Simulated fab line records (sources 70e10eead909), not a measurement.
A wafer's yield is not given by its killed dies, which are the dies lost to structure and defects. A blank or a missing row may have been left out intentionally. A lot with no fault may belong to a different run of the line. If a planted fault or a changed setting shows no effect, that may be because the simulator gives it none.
Chamber matching ; flow nand_harc ; ald_metal-02 running NHARC_A_WL_FILL_ALD_19: 4 sister chambers
The step deposits TiN, target thk 2 nm, pulse time 3 s, ald cycles 100. 4 wafers are shown with their chamber, then 12 later ones without.

## WAFERS, EACH WITH ITS CHAMBER
wafer;chamber;heater_power_w (W)
L086.6;1;1135
L090.1;0;1066
L090.2;3;1022
L090.4;2;1134

## WAFERS MISSING THEIR CHAMBER
wafer;heater_power_w (W)
L092.1;1146
L092.5;1033
L092.6;1086
L093.1;1059
L093.2;1039
L093.3;1134
L096.2;1125
L096.4;1111
L096.5;1177
L097.1;1154
L097.3;1138
L097.6;1139

## WHICH CHAMBER EACH WENT THROUGH
wafer;from the rows above;in truth
L092.1;can't be placed: 1 or 2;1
L092.5;can't be placed: 3 or 0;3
L092.6;can't be placed: 0 or 2 or 1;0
L093.1;can't be placed: 0 or 3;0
L093.2;can't be placed: 3 or 0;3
L093.3;can't be placed: 2 or 1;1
L096.2;can't be placed: 2 or 1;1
L096.4;can't be placed: 2 or 1 or 0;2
L096.5;can't be placed: 1 or 2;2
L097.1;can't be placed: 1 or 2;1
L097.3;can't be placed: 1 or 2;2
L097.6;can't be placed: 1 or 2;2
0 of 12 placed correctly. These rows do not allow placing 12 (true chamber among the candidates in 12). Number placed wrongly: 0.
How it was worked out, from the rows above alone: a wafer's distance from a chamber is the root of the sum, over the readings, of the square of ((its reading less the chamber's mean) divided by the reading's scatter). If the next closest chamber is less than 2 further off than the closest, the wafer can't be placed; otherwise it belongs to the closest. The mean given for a chamber averages the wafers shown for that chamber. The scatter: root of mean squared gap, hidden wafer to nearest shown wafer, with one shown wafer a chamber.
